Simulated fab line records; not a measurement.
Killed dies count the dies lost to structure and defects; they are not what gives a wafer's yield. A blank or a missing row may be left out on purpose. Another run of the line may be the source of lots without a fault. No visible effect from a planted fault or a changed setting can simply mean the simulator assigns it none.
Which tool did it? ; flow n5-finfet ; 11 lots with 29 wafers sampled at 3 steps, on a route of 1938 steps

== WHAT THE GAUGES READ, wafer by wafer ==
N5_BEOL_M10_OVL_MEAS_12. Usual: M10_OVL -0.4 nm, standard deviation 0.76.
lot;measured;on;M10_OVL (nm);flag
L755;day 9 23:59;overlay-02;1.1 0.1 0.0;
L756;day 10 16:52;overlay-01;0.0 0.8 0.0;
L759;day 10 20:54;overlay-01;-0.7 -0.6 -2.0;
L760;day 11 15:28;overlay-01;-0.3 -0.4;
L762;day 12 03:17;overlay-02;-0.3 -0.5;
L768;day 13 23:11;overlay-01;5.6 4.9 3.4;OFF
L770;day 14 13:57;overlay-01;5.1 5.1 4.9;OFF
L774;day 15 06:31;overlay-01;-1.9 -1.6;
L775;day 15 13:34;overlay-02;-0.6 0.8 0.1;
L772;day 15 23:44;overlay-01;-0.5 -1.7;
L776;day 16 04:40;overlay-02;0.1 -0.2 -0.2;

== WHAT TOOL EACH LOT RAN ON (gives the tool, then ch and the chambers of the sampled wafers, and finally the start) ==
lot;N5_BEOL_M9_ANNEAL_51;N5_BEOL_M10_EXPOSE_08
L755;rtp-anneal-01 ch 0, day 9 20:49;arfi-scanner-02 ch 0, day 9 23:50
L756;rtp-anneal-02 ch 0, day 10 14:08;arfi-scanner-01 ch 0, day 10 16:44
L759;rtp-anneal-01 ch 0, day 10 17:59;arfi-scanner-01 ch 0, day 10 20:45
L760;rtp-anneal-02 ch 0, day 11 11:05;arfi-scanner-03 ch 0, day 11 15:19
L762;rtp-anneal-01 ch 0, day 12 01:17;arfi-scanner-03 ch 0, day 12 03:08
L768;rtp-anneal-02 ch 0, day 13 20:07;arfi-scanner-01 ch 0, day 13 23:02
L770;rtp-anneal-01 ch 0, day 14 10:01;arfi-scanner-01 ch 0, day 14 13:47
L774;rtp-anneal-01 ch 0, day 15 02:11;arfi-scanner-02 ch 0, day 15 06:22
L775;rtp-anneal-02 ch 0, day 15 11:14;arfi-scanner-03 ch 0, day 15 13:25
L772;rtp-anneal-01 ch 0, day 15 20:19;arfi-scanner-03 ch 0, day 15 23:35
L776;rtp-anneal-02 ch 0, day 16 00:23;arfi-scanner-02 ch 0, day 16 04:31
- N5_BEOL_M9_ANNEAL_51: time 90 s.
- N5_BEOL_M10_EXPOSE_08: exposes mask M10.

== WHAT THE TOOLS THEMSELVES READ (means of the sampled wafers that have a number; where no wafer has one, the mark that the record gives instead) ==
N5_BEOL_M9_ANNEAL_51. Usual: 226.3 for wafer_temp_C_max, sd 0.5.
lot;tool;wafer_temp_C_max;flag
L755;rtp-anneal-01;225.8;
L756;rtp-anneal-02;226.4;
L759;rtp-anneal-01;226.0;
L760;rtp-anneal-02;226.8;
L762;rtp-anneal-01;226.0;
L768;rtp-anneal-02;226.4;
L770;rtp-anneal-01;225.9;
L774;rtp-anneal-01;225.9;
L775;rtp-anneal-02;226.3;
L772;rtp-anneal-01;225.9;
L776;rtp-anneal-02;226.6;

== THE ANSWER, worked out from the rows above alone ==
Rule: a lot is off if the mean of its wafers that have a number lies more than 3 standard deviations from the usual mean. A lot without any number at a reading at which 4 lots or more have one is off too. Where the step has rows for the other lots, those lots are counted as sound. Order of review: gauges by route order, followed by the tools' own readings, for which a lot's mean as printed above is used. At the first step where some lot is off, the reading lying furthest off is the one used; lots without a number count as furthest.
Off: L768, L770, at N5_BEOL_M10_OVL_MEAS_12 (M10_OVL).
A tool fits if, at a process step before that reading, it ran every lot that is off, and no sound lot after the first of them. The gauges at N5_BEOL_M10_OVL_MEAS_12 are tried like those tools. One fits: N5_BEOL_M10_EXPOSE_08 on arfi-scanner-01. Its last sound lot is L759 (day 10 20:45), its first lot that is off L768 (day 13 23:02): a fault that began between those two fits.

== WHAT HAD BEEN PUT IN BY THE SIMULATOR ==
Scanner matching overlay: arfi-scanner-01, from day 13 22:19 on, at N5_BEOL_M10_EXPOSE_08. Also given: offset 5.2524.
Lots struck among those shown: L768, L770. The rule given above showed the same thing.
